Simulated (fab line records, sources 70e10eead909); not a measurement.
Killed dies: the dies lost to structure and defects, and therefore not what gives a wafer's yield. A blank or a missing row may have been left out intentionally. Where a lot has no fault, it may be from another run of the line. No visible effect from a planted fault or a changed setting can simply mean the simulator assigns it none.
fab line records	flow nandHarc
record: lots: 6	wafers: 18	lastDay: 24
route steps=1159 shown P_CONTACT@228 END@1159
lots with no fault: from the same line, run without faults
startH: hours from the record's first day to the start of the lot's first wafer shown	waitH: time in hours since the lot's previous step	" unchanged from the row above	L1.1+2: one row covering several wafers at once	- no value present, or no start provided	* or withheld: withheld	< > ~ a bound
route shown NAME@n: a module of which the file shows steps, and the number in the route of the first	usual: mean/standard deviation of fault-free wafers	same: alike in all rows	chamber/n: place in a boat	sites: each site's reading	_std_site: the standard deviation of these	_edge_site: mean of outer sites minus mean of inner sites	radiusMm: how far each site lies from the wafer's centre	mask NAME#n: copy n	behind: the last tool/chamber to shape the wafer	hold: cause of the lot's hold/its duration in hours/its outcome	device: which transistor (n, p or np) failed to switch	end of line: the tests these same wafers got at the end of their route	a step given without rows: its recipe and nothing more	killed: count of dies lost to structure and defects at first sort (not the wafer's yield)	map: the dies of a wafer, with x for killed, . for not killed, _ for no die there
set.NAME: the setting that was run; set.NAME@STEP: the one run at that earlier step	model.NAME: the simulator's own value behind a step, which no gauge read
certain route steps with their lots: each step a table, each wafer a row
services: when a tool's chamber went out of use (startH, in hours from the record's first day, below 0 if earlier), for how many hours, and the reason
== steps ==
step: NHARC_P_CONTACT_EBR_08
step: NHARC_P_CONTACT_EXPOSE_09
recipe: na: 1.35	targetCdNm: 90	doseMj: 81.26	maskId: P_CA
step: NHARC_P_CONTACT_PEB_10
recipe: pebTempC: 100	pebTimeS: 65
step: NHARC_P_CONTACT_DEVELOP_11
recipe: developTimeS: 35	devTempC: 23
step: NHARC_P_CONTACT_CD_MEAS_12
recipe: targetCdNm: 90	landingEnergyEv: 500
usual: cdNm: 90.6/0.69
lot.wafer	tool	chamber	startH	waitH	cdNm
L263.2	cdSem-03	0	107.23	-	91.3
L263.5	"	0	"	"	90.7
L263.6	"	0	"	"	90.5
L266.1	cdSem-03	0	130.75	-	90.5
L266.2	"	0	"	"	89.4
L266.5	"	0	"	"	90.1
L276.2	cdSem-03	0	195.84	-	91.2
L276.5	"	0	"	"	91.7
L276.6	"	0	"	"	91.5
L278.1	cdSem-02	0	209.57	-	90.7
L278.3	"	0	"	"	91.1
L278.5	"	0	"	"	90.6
L279.1	cdSem-01	0	210.61	-	90.9
L279.3	"	0	"	"	91.5
L279.5	"	0	"	"	90.7
L282.1	cdSem-01	0	234.04	-	89.1
L282.2	"	0	"	"	90.3
L282.3	"	0	"	"	90.6
step: NHARC_P_CONTACT_OVL_MEAS_13
usual: overlayXNm: 0.0/0.9	overlayYNm: 0.2/0.61
lot.wafer	tool	chamber	startH	waitH	overlayXNm	overlayYNm
L263.2	overlay-02	-	107.31	-	-0.5	-0.1
L263.5	"	-	"	"	-0.6	0.3
L263.6	"	-	"	"	0.1	0.0
L266.1	overlay-02	-	130.84	-	-0.3	0.8
L266.2	"	-	"	"	-0.4	0.9
L266.5	"	-	"	"	-0.6	0.7
L276.2	overlay-01	-	195.92	-	0.6	0.2
L276.5	"	-	"	"	0.9	-0.5
L276.6	"	-	"	"	0.8	0.0
L278.1	overlay-02	-	209.65	-	-0.1	1.2
L278.3	"	-	"	"	0.4	0.8
L278.5	"	-	"	"	0.4	1.0
L279.1	overlay-01	-	210.70	-	-0.5	0.5
L279.3	"	-	"	"	-0.2	0.5
L279.5	"	-	"	"	0.3	0.2
L282.1	overlay-01	-	234.13	-	-1.5	0.1
L282.2	"	-	"	"	-1.7	-0.4
L282.3	"	-	"	"	-0.9	-0.2
step: NHARC_P_CONTACT_INSPECT_14
usual: rawDefectCount: 3.5/2
lot.wafer	tool	chamber	startH	waitH	rawDefectCount
L263.2	defectInspect-02	-	107.35	0.0	6
L263.5	"	-	"	"	5
L263.6	"	-	"	"	7
L266.1	defectInspect-01	-	130.88	0.0	6
L266.2	"	-	"	"	5
L266.5	"	-	"	"	3
L276.2	defectInspect-01	-	195.96	0.0	6
L276.5	"	-	"	"	6
L276.6	"	-	"	"	2
L278.1	defectInspect-02	-	209.69	0.0	3
L278.3	"	-	"	"	2
L278.5	"	-	"	"	1
L279.1	defectInspect-01	-	210.74	0.0	2
L279.3	"	-	"	"	3
L279.5	"	-	"	"	2
L282.1	defectInspect-02	-	234.16	0.0	6
L282.2	"	-	"	"	1
L282.3	"	-	"	"	4
step: NHARC_P_CONTACT_DESCUM_17
recipe: timeS: 3	o2FlowSccm: 200	arFlowSccm: 0	biasPowerW: 0	chemistry: O2
usual: drypumpMotorCurrentA: 5.7/0.51	o2FlowSccm: 200.1/0.57	oesProductAu: 0.997/0.011	rfVppV: 57.9/0.97	showerheadPlenumPTorr: 1.91/0.1	throttleValvePct: 11.312/0.01
lot.wafer	tool	chamber	startH	waitH	drypumpMotorCurrentA	o2FlowSccm	oesProductAu	rfHoursCounterH	rfVppV	showerheadPlenumPTorr	throttleValvePct
L263.2	rieDiel-06	3	107.41	0.1	5.1	200.4	1.012	3	57.1	1.89	11.318
L263.5	"	0	"	"	4.9	199.8	0.995	-	57.9	2.05	11.303
L263.6	"	2	"	"	5.9	200.0	1.005	-	57.5	2.04	11.322
L266.1	rieDiel-06	0	130.94	0.1	4.9	199.3	0.994	4	58.3	2.04	11.312
L266.2	"	3	"	"	5.1	199.9	1.005	5	57.5	1.89	11.308
L266.5	"	1	"	"	6.6	199.9	0.982	-	56.6	1.80	11.312
L276.2	rieDiel-06	2	196.03	0.1	5.9	200.6	0.993	10	58.1	2.04	11.327
L276.5	"	1	"	"	6.6	200.7	0.985	-	57.4	1.80	11.302
L276.6	"	2	"	"	6.0	200.6	1.002	-	57.7	2.04	11.305
L278.1	rieDiel-06	0	209.75	0.1	4.9	200.4	1.001	11	60.1	2.04	11.303
L278.3	"	2	"	"	6.0	200.6	0.999	12	57.5	2.04	11.323
L278.5	"	0	"	"	4.9	200.7	1.002	-	58.8	2.04	11.296
L279.1	rieDiel-02	1	210.81	0.1	6.3	199.7	1.009	20	58.0	1.83	11.304
L279.3	"	2	"	"	5.8	200.0	0.992	21	56.0	1.77	11.296
L279.5	"	1	"	"	6.3	200.1	0.997	-	56.4	1.83	11.316
L282.3	rieDiel-08	3	234.27	0.1	5.7	199.0	1.007	11	58.2	1.95	11.334
L282.1	"	1	"	"	5.4	200.5	0.973	12	58.0	1.81	11.334
L282.2	"	2	"	"	6.1	200.5	1.018	12	59.4	2.02	11.313
step: NHARC_P_CONTACT_ETCH_35
recipe: targetDepthA: 390	overEtchFrac: 0.3	timeS: 65	ionEnergyEv: 80	cf4FlowSccm: 150	arFlowSccm: 0	rfW: 300	biasW: 100	chemistry: CF4
usual: drypumpMotorCurrentA: 5.7/0.5	oesProductAu: 0.998/0.012	rfVppV: 151.3/1.3	showerheadPlenumPTorr: 1.77/0.086	throttleValvePct: 13.282/0.0092
lot.wafer	tool	chamber	startH	waitH	drypumpMotorCurrentA	oesProductAu	rfHoursCounterH	rfVppV	showerheadPlenumPTorr	throttleValvePct
L263.2	rieDiel-06	2	107.52	0.1	6.0	1.010	3	153.2	1.88	13.288
L263.5	"	0	"	"	4.9	0.992	-	152.4	1.88	13.287
L263.6	"	2	"	"	6.0	1.012	-	152.3	1.88	13.281
L266.2	rieDiel-06	0	131.02	0.1	4.9	0.993	4	151.9	1.88	13.288
L266.1	"	1	"	"	6.6	0.974	1	150.4	1.67	13.276
L266.5	"	0	"	"	4.9	1.005	-	152.1	1.88	13.276
L276.2	rieDiel-06	2	196.10	0.1	6.0	0.997	10	152.0	1.88	13.292
L276.6	"	2	"	"	6.0	0.996	-	151.9	1.88	13.279
L276.5	"	3	"	"	5.1	0.992	-	150.2	1.75	13.281
L278.1	rieDiel-06	1	209.84	0.1	6.6	0.981	7	149.3	1.67	13.265
L278.3	"	2	"	"	5.9	0.994	12	153.6	1.87	13.274
L278.5	"	1	"	"	6.6	0.974	-	148.8	1.67	13.299
L279.3	rieDiel-02	0	210.91	0.1	6.2	0.994	19	148.4	1.66	13.284
L279.1	"	1	"	"	6.3	0.984	20	151.1	1.70	13.287
L279.5	"	1	"	"	6.3	1.006	-	151.1	1.70	13.292
L282.1	rieDiel-08	3	234.37	0.1	5.7	1.010	11	151.7	1.80	13.295
L282.2	"	1	"	"	5.4	0.982	12	151.2	1.68	13.277
L282.3	"	2	"	"	6.1	1.002	12	152.7	1.86	13.269
step: NHARC_P_CONTACT_ETCH_36
recipe: targetDepthA: 2600	overEtchFrac: 0.25	timeS: 406.25	ionEnergyEv: 200	n2FlowSccm: 150	h2FlowSccm: 150	arFlowSccm: 0	rfW: 400	biasW: 150	chemistry: N2/H2
usual: drypumpMotorCurrentA: 5.7/0.51	h2FlowSccm: 150.0/0.42	oesProductAu: 0.996/0.013	rfVppV: 430/3.1	showerheadPlenumPTorr: 2.03/0.11	throttleValvePct: 14.172/0.0091
lot.wafer	tool	chamber	startH	waitH	drypumpMotorCurrentA	h2FlowSccm	oesProductAu	rfHoursCounterH	rfVppV	showerheadPlenumPTorr	throttleValvePct
L263.2	rieDiel-06	2	-	-	6.0	150.2	1.013	3	434	2.18	14.168
L263.5	"	2	"	"	6.0	149.9	1.004	-	436	2.18	14.172
L263.6	"	0	"	"	4.9	149.7	1.000	-	434	2.18	14.179
L266.2	rieDiel-06	2	-	-	5.9	150.3	1.007	5	434	2.18	14.177
L266.1	"	3	"	"	5.1	149.9	1.003	5	429	2.02	14.167
L266.5	"	1	"	"	6.6	150.3	0.991	-	427	1.91	14.164
L276.2	rieDiel-06	3	-	-	5.1	150.3	1.002	10	428	2.01	14.165
L276.6	"	1	"	"	6.6	149.8	0.981	-	428	1.91	14.170
L276.5	"	2	"	"	6.0	150.0	0.999	-	434	2.18	14.180
L278.1	rieDiel-06	2	-	-	5.9	150.1	1.007	12	435	2.18	14.171
L278.3	"	3	"	"	5.1	150.0	0.993	11	429	2.01	14.159
L278.5	"	2	"	"	6.0	150.1	1.001	-	435	2.18	14.183
L279.3	rieDiel-02	2	-	-	5.8	149.7	1.002	21	427	1.88	14.180
L279.1	"	0	"	"	6.2	149.8	0.988	19	427	1.90	14.171
L279.5	"	0	"	"	6.2	149.9	0.993	-	427	1.90	14.167
L282.3	rieDiel-08	0	-	-	5.5	150.1	0.985	11	429	1.96	14.167
L282.1	"	1	"	"	5.4	150.1	0.977	12	428	1.93	14.179
L282.2	"	2	"	"	6.1	150.0	0.997	12	435	2.16	14.172
step: NHARC_P_CONTACT_ETCH_18
recipe: targetDepthA: 4810	timeS: 240.5	c4f8FlowSccm: 20	o2FlowSccm: 10	arFlowSccm: withheld	rfW: 600	biasW: 1500	chemistry: C4F8/O2/Ar
usual: oesProductAu: 0.956/0.02	rfVppV: 978/6.8
lot.wafer	tool	chamber	startH	waitH	oesProductAu	rfHoursCounterH	rfVppV
L263.2	rieDiel-06	0	-	-	0.958	3	986
L263.5	"	3	"	"	0.961	-	978
L263.6	"	0	"	"	0.960	-	987
L266.1	rieDiel-06	1	-	-	0.937	2	971
L266.2	"	3	"	"	0.985	5	976
L266.5	"	1	"	"	0.951	-	971
L276.2	rieDiel-06	3	-	-	0.915	10	977
L276.6	"	3	"	"	0.924	-	976
L276.5	"	0	"	"	0.916	-	987
L278.1	rieDiel-06	0	-	-	0.973	11	986
L278.3	"	1	"	"	0.943	7	970
L278.5	"	0	"	"	0.958	-	988
L279.1	rieDiel-02	2	-	-	0.941	21	968
L279.3	"	0	"	"	0.954	20	969
L279.5	"	2	"	"	0.938	-	967
L282.2	rieDiel-08	2	-	-	0.953	12	987
L282.3	"	3	"	"	0.940	12	980
L282.1	"	0	"	"	0.921	12	972
step: NHARC_P_CONTACT_STRIP_37
recipe: c4f8FlowSccm: withheld	o2FlowSccm: 8	arFlowSccm: withheld	biasW: 0	chemistry: C4F8/O2/Ar
step: NHARC_P_CONTACT_ETCH_31
recipe: targetDepthA: 300	timeS: 85.7	ionEnergyEv: 120	overEtchFrac: 1	ch3fFlowSccm: 50	o2FlowSccm: 30	arFlowSccm: 200	rfW: 500	biasW: 100	chemistry: CH3F/O2
usual: drypumpMotorCurrentA: 5.7/0.5	o2FlowSccm: 29.99/0.083	oesProductAu: 0.978/0.015	rfVppV: 244.1/1.8	showerheadPlenumPTorr: 2.45/0.12	throttleValvePct: 20.663/0.0088
lot.wafer	tool	chamber	startH	waitH	drypumpMotorCurrentA	o2FlowSccm	oesProductAu	rfHoursCounterH	rfVppV	showerheadPlenumPTorr	throttleValvePct
L263.2	rieDiel-06	3	108.28	-	5.1	30.08	0.990	3	244.1	2.43	20.672
L263.5	"	0	"	"	4.9	29.94	0.988	-	246.2	2.62	20.660
L263.6	"	2	"	"	6.0	29.97	0.986	-	246.8	2.62	20.667
L266.2	rieDiel-06	3	131.68	-	5.1	30.03	0.986	5	244.1	2.43	20.677
L266.1	"	0	"	"	4.9	29.86	0.981	5	245.0	2.62	20.666
L266.5	"	0	"	"	4.9	29.99	0.980	-	246.4	2.62	20.661
L276.2	rieDiel-06	0	196.83	-	4.9	30.14	0.603	10	245.8	2.62	20.655
L276.6	"	2	"	"	6.0	30.05	0.961	-	245.9	2.61	20.650
L276.5	"	3	"	"	5.1	30.03	0.978	-	243.0	2.43	20.661
L278.1	rieDiel-06	3	210.51	-	5.1	29.90	0.985	11	243.3	2.43	20.667
L278.3	"	0	"	"	4.9	30.09	0.609	11	247.2	2.62	20.654
L278.5	"	2	"	"	5.9	30.00	0.993	-	246.2	2.61	20.659
L279.1	rieDiel-02	1	211.67	-	6.3	29.92	0.971	21	243.5	2.36	20.656
L279.3	"	2	"	"	5.8	29.89	0.959	21	240.9	2.28	20.670
L279.5	"	2	"	"	5.8	30.00	0.961	-	241.9	2.28	20.671
L282.2	rieDiel-08	3	235.35	-	5.7	29.99	0.985	12	246.2	2.50	20.671
L282.3	"	0	"	"	5.5	29.95	0.963	12	242.2	2.37	20.663
L282.1	"	1	"	"	5.4	29.93	0.960	13	242.2	2.33	20.671
step: NHARC_P_CONTACT_CD_MEAS_19
usual: cdNm: 90.4/2.1
lot.wafer	tool	chamber	startH	waitH	cdNm
L263.2	cdSem-01	-	108.43	-	87.4
L263.5	"	-	"	"	86.7
L263.6	"	-	"	"	90.1
L266.1	cdSem-03	-	131.81	-	90.9
L266.2	"	-	"	"	85.1
L266.5	"	-	"	"	86.9
L276.2	cdSem-02	-	196.95	-	92.0
L276.5	"	-	"	"	88.1
L276.6	"	-	"	"	89.6
L278.1	cdSem-03	-	210.62	-	86.1
L278.3	"	-	"	"	91.1
L278.5	"	-	"	"	86.3
L279.1	cdSem-01	-	211.82	-	89.7
L279.3	"	-	"	"	90.7
L279.5	"	-	"	"	91.9
L282.1	cdSem-01	-	235.47	-	90.1
L282.2	"	-	"	"	92.2
L282.3	"	-	"	"	92.0
step: NHARC_END_SORT_01
recipe: tempC: 25
usual: killedAtArray: 31/11	killedAtOther: 0.5/0.78	killedAtPeriphery: 3.0/2	killedDies: 34/12	killedOpen: 3.2/2	killedShort: 1.9/1.6
same: grossDies: 677
lot.wafer	tool	chamber	startH	waitH	killedAtArray	killedAtOther	killedAtPeriphery	killedDies	killedOpen	killedShort
L276.2	prober-02	0	549.37	2.8	28	0	649	677	1	0
L278.3	prober-02	0	558.01	3.1	26	1	648	675	2	1
killed by level:class
L276.2 P_CONTACT:areaEtch=643 A_CHANNEL_HOLE_D1:chamberFilmFlake=20 P_STI:chamberFilmFlake=5 A_CONTACT:chamberFilmFlake=4 A_STAIRCASE:chamberFilmFlake=3 P_CONTACT:geometricParticle:open=1 A_SLIT:chamberFilmFlake=1
L278.3 P_CONTACT:areaEtch=647 A_CHANNEL_HOLE_D1:chamberFilmFlake=23 A_WL_FILL:geometricParticle:short=1 A_CONTACT:geometricParticle:open=1 STARTING-WAFER:geometricParticle:open=1 P_M1:chamberFilmFlake=1 A_CONTACT:chamberFilmFlake=1
map L276.2 (x killed, . not)
____________x____________
_________xxxxxxx_________
_______xxxxxxxxxxx_______
______xxxxxxxxxxxxx______
_____xxxxxxxxxxxxxxx_____
____xxxxxxxxxxxxxxxxx____
____xxxxxxxxxxxxxxxxx____
___xxxxxxxxxxxxxxxxxxx___
___xxxxxxxxxxxxxxxxxxx___
__xxxxxxxxxxxxxxxxxxxxx__
__xxxxxxxxxxxxxxxxxxxxx__
_xxxxxxxxxxxxxxxxxxxxxxx_
_xxxxxxxxxxxxxxxxxxxxxxx_
_xxxxxxxxxxxxxxxxxxxxxxx_
_xxxxxxxxxxxxxxxxxxxxxxx_
_xxxxxxxxxxxxxxxxxxxxxxx_
xxxxxxxxxxxxxxxxxxxxxxxxx
xxxxxxxxxxxxxxxxxxxxxxxxx
xxxxxxxxxxxxxxxxxxxxxxxxx
xxxxxxxxxxxxxxxxxxxxxxxxx
xxxxxxxxxxxxxxxxxxxxxxxxx
_xxxxxxxxxxxxxxxxxxxxxxx_
_xxxxxxxxxxxxxxxxxxxxxxx_
_xxxxxxxxxxxxxxxxxxxxxxx_
_xxxxxxxxxxxxxxxxxxxxxxx_
_xxxxxxxxxxxxxxxxxxxxxxx_
__xxxxxxxxxxxxxxxxxxxxx__
__xxxxxxxxxxxxxxxxxxxxx__
___xxxxxxxxxxxxxxxxxxx___
___xxxxxxxxxxxxxxxxxxx___
____xxxxxxxxxxxxxxxxx____
____xxxxxxxxxxxxxxxxx____
_____xxxxxxxxxxxxxxx_____
______xxxxxxxxxxxxx______
_______xxxxxxxxxxx_______
_________xxxxxxx_________
____________x____________
map L278.3 (x killed, . not)
____________x____________
_________xxxxxxx_________
_______xxxxxxxxxxx_______
______xxxxxxxxxxxxx______
_____xxxxxxxxxxxxxxx_____
____xxxxxxxxxxxxxxxxx____
____xxxxxxxxxxxxxxxxx____
___xxxxxxxxxxxxxxxxxxx___
___xxxxxxxxxxxxxxxxxxx___
__xxxxxxxxxxxxxxxxxxxxx__
__xxxxxxxxxxxxxxxxxxxxx__
_xxxxxxxxxxxxxxxxxxxxxxx_
_xxxxxxxxxxxxxxxxxxxxxxx_
_xxxxxxxxxxxxxxxxxxxxxxx_
_xxxxxxxxxxxxxxxxxxxxxxx_
_xxxxxxxxxxxxxxxxxxxxxxx_
xxxxxxxxxxxxxxxx.xxxxxxxx
xxxxxxxxxxxxxxxxxxxxxxxxx
xxxxxxxxxxxxxxxxxxx.xxxxx
xxxxxxxxxxxxxxxxxxxxxxxxx
xxxxxxxxxxxxxxxxxxxxxxxxx
_xxxxxxxxxxxxxxxxxxxxxxx_
_xxxxxxxxxxxxxxxxxxxxxxx_
_xxxxxxxxxxxxxxxxxxxxxxx_
_xxxxxxxxxxxxxxxxxxxxxxx_
_xxxxxxxxxxxxxxxxxxxxxxx_
__xxxxxxxxxxxxxxxxxxxxx__
__xxxxxxxxxxxxxxxxxxxxx__
___xxxxxxxxxxxxxxxxxxx___
___xxxxxxxxxxxxxxxxxxx___
____xxxxxxxxxxxxxxxxx____
____xxxxxxxxxxxxxxxxx____
_____xxxxxxxxxxxxxxx_____
______xxxxxxxxxxxxx______
_______xxxxxxxxxxx_______
_________xxxxxxx_________
____________x____________
== services ==
tool	chamber	startH	hours	kind
rieDiel-06	1	86.36	31.0	repair
rieDiel-06	0	97.70	-	clean
rieDiel-06	2	97.70	-	clean
rieDiel-06	3	97.70	-	clean
rieDiel-06	-	102.02	1.4	repair
rieDiel-08	0	119.10	6.5	repair
rieDiel-06	0	122.20	-	clean
rieDiel-06	1	122.20	-	clean
rieDiel-06	2	122.20	-	clean
rieDiel-06	3	122.20	-	clean
rieDiel-08	-	124.87	9.0	pm
rieDiel-06	1	132.37	16.8	repair
rieDiel-06	0	146.70	-	clean
rieDiel-06	2	146.70	-	clean
rieDiel-06	3	146.70	-	clean
rieDiel-02	-	150.70	9.0	pm
rieDiel-06	-	162.28	12.5	repair
rieDiel-06	0	195.20	-	clean
rieDiel-06	1	195.20	-	clean
rieDiel-06	2	195.20	-	clean
rieDiel-06	3	195.20	-	clean
rieDiel-02	3	205.93	7.4	repair
rieDiel-02	2	219.20	6.0	repair
rieDiel-08	0	220.69	1.5	repair
== key ==
firstSign: step: NHARC_P_CONTACT_ETCH_31	reading: oesProductAu	direction: down	sigmas: 25	usual: 0.978	struck: 0.606
effect: step: NHARC_END_SORT_01	reading: killedAtPeriphery	direction: up	sigmas: 99+	usual: 3.0	struck: 648.5
moreKillsBornAt: NHARC_P_CONTACT_ETCH_31@rieDiel-06: 1290
metAt NHARC_P_CONTACT_ETCH_31
struckWafers L276.2,L278.3
laterRowsLeftOut L276.2,L278.3
testerLeftOut L276,L278
onsetBetween 131.68 196.83
fault: kind: processParameterDrift	tool: rieDiel-06	chamber: 0	onsetH: 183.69	steps: NHARC_P_CONTACT_ETCH_31	channel: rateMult	offset: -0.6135	shape: step	endH: 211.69
testerLeftOut: of these lots the tester's yield and bins aren't shown, on N5 and GAA mostly nor the transistor test; their killed dies are dies lost to structure and defects alone, not to doping, threshold or leakage, so they don't give the yield
laterRowsLeftOut: the simulator's readings of these wafers behind a module that went badly wrong aren't trusted and aren't shown, but for the sort
